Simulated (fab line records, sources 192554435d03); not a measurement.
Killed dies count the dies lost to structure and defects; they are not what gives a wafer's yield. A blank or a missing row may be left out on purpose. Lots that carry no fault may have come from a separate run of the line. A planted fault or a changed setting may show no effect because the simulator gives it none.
fab line records    flow n5Finfet
record lots=7  wafers=39
route steps=1938 shown PMOS_HMC_CHANNEL_EPI@78 FIN_SAQP@131 DUMMY_GATE@228 GATE_CUT@469 MOL_CONTACT_COAG@586 BEOL_M4@1111
startH: hours from the record's opening day to when the first of the lot's shown wafers began    waitH: hours elapsed since this lot's preceding step    " identical to the entry in the row above    L1.1+2: several wafers, shown together as one row    - no value present, or no start provided    * or withheld: withheld    < > ~ a bound
route shown NAME@n: NAME is a module with steps in the file, n the number in the route of the first one    usual: mean/standard deviation of fault-free wafers    same: alike in all rows    chamber/n: place in a boat    sites: each site's reading    _std_site: their standard deviation    _edge_site: outer sites' mean less inner sites'    radiusMm: how far each site lies from the wafer's centre    mask NAME#n: copy n    behind: the most recent tool/chamber to have shaped the wafer    hold: why the lot was held/for how many hours/how that ended    device: which transistor (n, p or np) failed to switch    end of line: the same wafers' tests at the end of the route    a step without rows: its recipe alone    killed: not the wafer's yield, but the dies lost to structure and defects at the first sort    map: per-die view of a wafer (x killed, . not killed, _ where there is no die)
set.NAME: the setting the step ran with; set.NAME@STEP: the setting that earlier step ran with    model.NAME: the simulator's own value behind a step, which no gauge read
one table per step and one row per wafer, for lots whose settings were changed on purpose
## steps
# step N5_PMOS_HMC_CHANNEL_EPI_EPI_20
# recipe material=SiGe30  maskMaterial=SiO2  pressureTorr=20  targetThkA=590  tempC=600
# step N5_FIN_SAQP_MANDREL_ETCH_58
# recipe chemistry=HBr/Cl2  target=a-Si  targetDepthA=450  btTimeS=10  stopOn=SiNx  maskMaterial=SiO2  overEtchFrac=0.8  timeS=27  pressureMtorr=10  icpW=800  biasW=75  HBr_flow_sccm=150  Cl2_flow_sccm=80  ends=endPoint
# step N5_DUMMY_GATE_EXPOSE_12
# recipe maskId=GATE  na=0.33  sourceShape=annular  sigmaInner=0.2  sigmaOuter=0.6  polarization=unpolarized  targetCdNm=25  doseMj=34
# step N5_DUMMY_GATE_ETCH_37
# recipe chemistry=N2/H2  target=SOC  targetDepthA=600  overetchA=300  tempC=40  ionEnergyEv=200  pressureMtorr=30  sourceW=840  biasW=150  n2FlowSccm=200  h2FlowSccm=200
# step N5_DUMMY_GATE_ETCH_31
# recipe chemistry=C4F6/O2  target=SiO2  maskMaterial=SOC  targetDepthA=825  timeS=27.5  ionEnergyEv=250  pressureMtorr=30  sourceW=345  biasW=185  Ar_flow_sccm=300  C4F6_flow_sccm=10  O2_flow_sccm=10
# step N5_GATE_CUT_ETCH_58
# recipe chemistry=CH3F/O2  target=SiNx  targetDepthA=170  timeS=128.6  ionEnergyEv=50  pressureMtorr=30  sourceW=415  biasW=21  Ar_flow_sccm=150  CH3F_flow_sccm=30  O2_flow_sccm=20
# step N5_MOL_CONTACT_COAG_VIA_ETCH_46
# recipe chemistry=C4F6/O2  targetDepthA=460  overetchA=92  maskMaterial=SOC  target=SiO2  biasW=455  pressureMtorr=10  timeS=40  sourceW=325  Ar_flow_sccm=300  C4F6_flow_sccm=10  O2_flow_sccm=10  ionEnergyEv=575.3  ends=endPoint
# step N5_MOL_CONTACT_COAG_ETCH_67
# recipe chemistry=N2/H2  target=SOC  targetDepthA=600  overetchA=210  maskMaterial=SiARC  tempC=40  timeS=101.2  ionEnergyEv=200  pressureMtorr=30  sourceW=840  biasW=150  n2FlowSccm=200  h2FlowSccm=200
# step N5_BEOL_M4_RC_MEAS_101
# usual DIBL_N=35.3/1.8  DIBL_P=35.2/2.2  IOFF_N=0.144/0.029  IOFF_N_85C=2.8/0.48
lot.wafer  tool       chamber  startH  waitH  set.tempC@PMOS_HMC_CHANNEL_EPI_EPI_20  set.biasW@FIN_SAQP_MANDREL_ETCH_58  set.doseMj@DUMMY_GATE_EXPOSE_12  set.sourceW@DUMMY_GATE_ETCH_37  set.targetDepthA@DUMMY_GATE_ETCH_31  set.timeS@GATE_CUT_ETCH_58  set.targetDepthA@MOL_CONTACT_COAG_VIA_ETCH_46  set.sourceW@MOL_CONTACT_COAG_ETCH_67  DIBL_N[mV/V]  DIBL_P[mV/V]  IOFF_N[nA/um]  IOFF_N_85C[nA/um]
L078.1     prober-01  0        230.68  0.0    600                                    75                                  34                               840                             825                                  128.6                       460                                            840                                   33.6          33.4          0.115          2.4
L078.2     "          0        "       "      600                                    75                                  34                               840                             825                                  128.6                       460                                            840                                   35.9          36.1          0.152          3.0
L078.5     "          0        "       "      600                                    75                                  34                               840                             825                                  128.6                       460                                            840                                   34.9          35.3          0.136          2.8
L081.1     prober-02  0        237.24  0.0    600                                    75                                  33.04                            706.5                           825                                  128.6                       513.8                                          840                                   29.8          28.9          0.081          1.8
L081.2     "          0        "       "      598.2                                  66.42                               34                               840                             825                                  128.6                       513.8                                          695                                   35.3          35.4          0.144          2.9
L081.3     "          0        "       "      598.2                                  66.42                               33.04                            706.5                           722.5                                128.6                       513.8                                          695                                   33.1          32.7          0.126          2.6
L081.4     "          0        "       "      600                                    66.42                               33.04                            840                             722.5                                128.6                       460                                            840                                   31.5          30.6          0.097          2.1
L081.5     "          0        "       "      598.2                                  75                                  34                               840                             722.5                                128.6                       460                                            840                                   33.0          33.0          0.122          2.5
L081.6     "          0        "       "      600                                    75                                  34                               706.5                           825                                  128.6                       460                                            695                                   33.2          33.0          0.119          2.4
L082.1     prober-02  0        238.17  0.2    600                                    61.44                               34                               840                             825                                  128.6                       419.7                                          687.6                                 31.7          32.1          0.103          2.2
L082.2     "          0        "       "      606                                    75                                  34                               840                             825                                  128.6                       460                                            840                                   35.2          37.1          0.156          3.1
L082.3     "          0        "       "      606                                    61.44                               34                               840                             825                                  128.6                       460                                            687.6                                 33.1          33.7          0.119          2.5
L082.4     "          0        "       "      600                                    61.44                               34                               840                             825                                  128.6                       419.7                                          840                                   35.5          36.9          0.157          3.1
L082.5     "          0        "       "      600                                    75                                  34                               840                             825                                  128.6                       460                                            687.6                                 32.3          32.6          0.108          2.2
L082.6     "          0        "       "      606                                    75                                  34                               840                             825                                  128.6                       419.7                                          840                                   34.0          36.2          0.134          2.7
L083.1     prober-02  0        240.59  0.0    603.5                                  75                                  34                               840                             773.1                                128.6                       460                                            840                                   36.6          36.3          0.158          3.0
L083.2     "          0        "       "      600                                    75                                  34                               840                             773.1                                97.75                       460                                            712.6                                 35.5          35.8          0.153          2.9
L083.3     "          0        "       "      603.5                                  75                                  36.69                            840                             773.1                                128.6                       508                                            712.6                                 41.8          43.2          0.276          4.8
L083.4     "          0        "       "      603.5                                  75                                  36.69                            840                             825                                  97.75                       460                                            840                                   39.0          39.2          0.198          3.7
L083.5     "          0        "       "      600                                    75                                  36.69                            840                             825                                  128.6                       508                                            712.6                                 42.0          43.4          0.275          4.9
L083.6     "          0        "       "      600                                    75                                  34                               840                             825                                  97.75                       508                                            840                                   37.4          37.5          0.193          3.6
L087.1     prober-01  0        246.89  0.0    594.9                                  75                                  36.69                            904.6                           914.3                                140.2                       460                                            840                                   40.9          41.7          0.239          4.4
L087.2     "          0        "       "      594.9                                  83.9                                34                               904.6                           825                                  128.6                       476.8                                          840                                   37.5          38.0          0.189          3.7
L087.3     "          0        "       "      600                                    83.9                                36.69                            840                             825                                  140.2                       460                                            840                                   41.6          42.5          0.257          4.7
L087.4     "          0        "       "      600                                    83.9                                34                               840                             914.3                                128.6                       460                                            946.8                                 34.5          34.0          0.126          2.6
L087.5     "          0        "       "      594.9                                  75                                  34                               840                             825                                  140.2                       476.8                                          946.8                                 36.8          36.8          0.163          3.2
L087.6     "          0        "       "      600                                    75                                  36.69                            904.6                           914.3                                128.6                       476.8                                          946.8                                 41.4          42.8          0.278          5.0
L089.1     prober-02  0        280.20  0.0    600                                    63.2                                34                               840                             825                                  128.6                       400.4                                          840                                   36.3          37.2          0.165          3.1
L089.2     "          0        "       "      600                                    63.2                                32.74                            840                             868.7                                128.6                       460                                            899.2                                 31.9          32.1          0.114          2.3
L089.3     "          0        "       "      600                                    63.2                                32.74                            840                             825                                  128.6                       400.4                                          899.2                                 33.4          34.5          0.129          2.5
L089.4     "          0        "       "      600                                    75                                  34                               840                             825                                  128.6                       460                                            840                                   37.7          38.9          0.197          3.7
L089.5     "          0        "       "      600                                    75                                  34                               840                             868.7                                128.6                       400.4                                          899.2                                 37.0          37.8          0.198          3.7
L089.6     "          0        "       "      600                                    75                                  32.74                            840                             868.7                                128.6                       460                                            840                                   33.7          34.1          0.132          2.7
L092.1     prober-01  0        306.10  0.0    602.5                                  75                                  32.01                            781.5                           825                                  128.6                       460                                            840                                   32.0          30.0          0.096          2.1
L092.2     "          0        "       "      600                                    75                                  32.01                            840                             825                                  128.6                       513                                            979.8                                 31.4          29.9          0.092          2.0
L092.3     "          0        "       "      602.5                                  83.03                               32.01                            781.5                           825                                  128.6                       460                                            979.8                                 28.7          27.1          0.073          1.6
L092.4     "          0        "       "      600                                    75                                  34                               781.5                           825                                  128.6                       513                                            840                                   35.1          34.7          0.140          2.8
L092.5     "          0        "       "      602.5                                  83.03                               34                               840                             825                                  128.6                       513                                            840                                   34.7          34.1          0.136          2.7
L092.6     "          0        "       "      600                                    83.03                               34                               840                             825                                  128.6                       460                                            979.8                                 33.9          33.0          0.113          2.3
## key
split step=N5_PMOS_HMC_CHANNEL_EPI_EPI_20  setting=tempC  statedAs=600
response none clear
split step=N5_FIN_SAQP_MANDREL_ETCH_58  setting=biasW  statedAs=75
response none clear
split step=N5_DUMMY_GATE_EXPOSE_12  setting=doseMj  statedAs=34
response step=N5_BEOL_M4_RC_MEAS_101  reading=DIBL_N  slope=+0.648  per=1%  togetherWith=all  explained=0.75
response step=N5_BEOL_M4_RC_MEAS_101  reading=DIBL_P  slope=+0.792  per=1%  togetherWith=all  explained=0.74
response step=N5_BEOL_M4_RC_MEAS_101  reading=IOFF_N  slope=+0.0108  per=1%  togetherWith=all  explained=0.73
response step=N5_BEOL_M4_RC_MEAS_101  reading=IOFF_N_85C  slope=+0.173  per=1%  togetherWith=all  explained=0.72
split step=N5_DUMMY_GATE_ETCH_37  setting=sourceW  statedAs=840
response none clear
split step=N5_DUMMY_GATE_ETCH_31  setting=targetDepthA  statedAs=825
response none clear
split step=N5_GATE_CUT_ETCH_58  setting=timeS  statedAs=128.6
response none clear
split step=N5_MOL_CONTACT_COAG_VIA_ETCH_46  setting=targetDepthA  statedAs=460
response none clear
split step=N5_MOL_CONTACT_COAG_ETCH_67  setting=sourceW  statedAs=840
response none clear
